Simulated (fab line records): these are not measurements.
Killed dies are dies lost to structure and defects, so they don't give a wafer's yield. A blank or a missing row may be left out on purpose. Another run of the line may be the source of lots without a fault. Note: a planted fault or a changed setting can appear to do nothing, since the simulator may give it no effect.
Struck lot and sound lot, side by side	flow nand harc	15 steps out of a route of 1159
Sound: the wafers L420.1, L420.4, L420.5. Struck: wafers L431.2, L431.6 (left out: L431.4, a lot-mate that was not struck); the cause follows at the end.
Each step with rows lists, per side, the tool, then ch with its chambers, then its first start. Under that, the readings that differ: sound wafers	struck wafers	difference of the means	sigmas: that difference in standard deviations of wafers without a fault.
alike: readings with means less than 2 such deviations apart, plus words and numbers identical on both sides. not compared: withheld readings, readings lacking a value on some wafer, bounds such as >300 that could conceal the same value, and numbers that have no deviation in the record and whose values overlap.
Wherever a step has rows on one side only, a row that says differs or no value, or a row with sigmas, the two part there. Numbers that have no deviation but don't overlap get no sigmas and don't part them. A reading missing from all wafers of one side parts the sides only when that side holds two or more wafers.

first, 7 steps without rows for these wafers: NHARC_A_M1_COAT_34 (time 65 s); NHARC_A_M1_COAT_03 (resist thk 90 nm); NHARC_A_M1_SOFTBAKE_04 (time 55 s); NHARC_A_M1_EBR_05; NHARC_A_M1_EXPOSE_06 (exposes mask A M1, target cd 120 nm); NHARC_A_M1_PEB_07 (peb time 65 s); NHARC_A_M1_DEVELOP_08 (develop time 35 s).
NHARC_A_M1_CD_MEAS_09: target cd 120 nm.
  sound on cd sem-02 ch 0, day 18 03:38; struck on cd sem-01 ch 0, day 22 17:58
  alike: cd nm
NHARC_A_M1_OVL_MEAS_10: pitch 240 nm.
  sound: overlay-01 at day 18 03:44; struck: overlay-01 at day 22 18:02
  alike: overlay x nm, overlay y nm
NHARC_A_M1_INSPECT_11:
  sound: defect inspect-02 at day 18 03:47; struck: defect inspect-02 at day 22 18:05
reading	sound	struck	difference	sigmas
raw defect count	23 26 17	61 59	+38	+3
NHARC_A_M1_DESCUM_14: chemistry O2, time 3 s.
  sound on rie diel-12 ch 1,2, day 18 03:51; struck on rie diel-09 ch 2,3, day 22 18:10
  alike: drypump motor current A, oes product au, rf vpp V, showerhead plenum p Torr, throttle valve pct
  not compared: rf hours counter h
NHARC_A_M1_ETCH_35: etches the open film in N2/H2, target depth 40 nm, overetch 12 nm, time 43.94 s.
  sound on rie diel-12 ch 1,2, day 18 03:56; struck on rie diel-09 ch 3, day 22 18:15
  alike: drypump motor current A, oes product au, rf vpp V, run length s, showerhead plenum p Torr, throttle valve pct
  not compared: rf hours counter h
NHARC_A_M1_ETCH_15: etches the open film in C4F8/Ar, target depth 182.5 nm, time 91.2 s.
  sound on rie diel-12 ch 1,2, day 18 04:01; struck on rie diel-09 ch 3, day 22 18:21
reading	sound	struck	difference	sigmas
run length s (s)	112.7 112.1 112.9	101.6 102.0	-10.8	-23
  alike: oes product au, rf vpp V
  not compared: rf hours counter h
NHARC_A_M1_CD_MEAS_16:
  sound: cd sem-02 at day 18 04:08; struck: cd sem-01 at day 22 18:30
  alike: cd nm
NHARC_END_SORT_01:
  sound on prober-01 ch 0, day 19 21:19; struck on prober-02 ch 0, day 24 06:33
reading	sound	struck	difference	sigmas
defect limited yield (%)	97.6 96.3 97.3	90.1 89.7	-7.2	-4
killed at array	16 25 17	61 67	+45	+4
killed dies	16 25 18	67 70	+49	+4
sort_bin_2_pct (%)	0.7 0.3 0.6	3.7 4.7	+3.7	+5
sort_bin_4_pct (%)	1.5 3.4 1.8	5.9 5.2	+3.3	+3
sort n pass	661 652 659	610 607	-49	-4
sort rim yield pct (%)	100.0 100.0 97.2	91.5 88.7	-9.0	-4
sort yield pct (%)	97.6 96.3 97.3	90.1 89.7	-7.2	-4
  alike: killed at other, killed at periphery, killed open, killed short, sort_bin_3_pct

## WHERE THEY PART
First at NHARC_A_M1_INSPECT_11; last, within this record, at NHARC_END_SORT_01.

WHY: what had been put in by the simulator
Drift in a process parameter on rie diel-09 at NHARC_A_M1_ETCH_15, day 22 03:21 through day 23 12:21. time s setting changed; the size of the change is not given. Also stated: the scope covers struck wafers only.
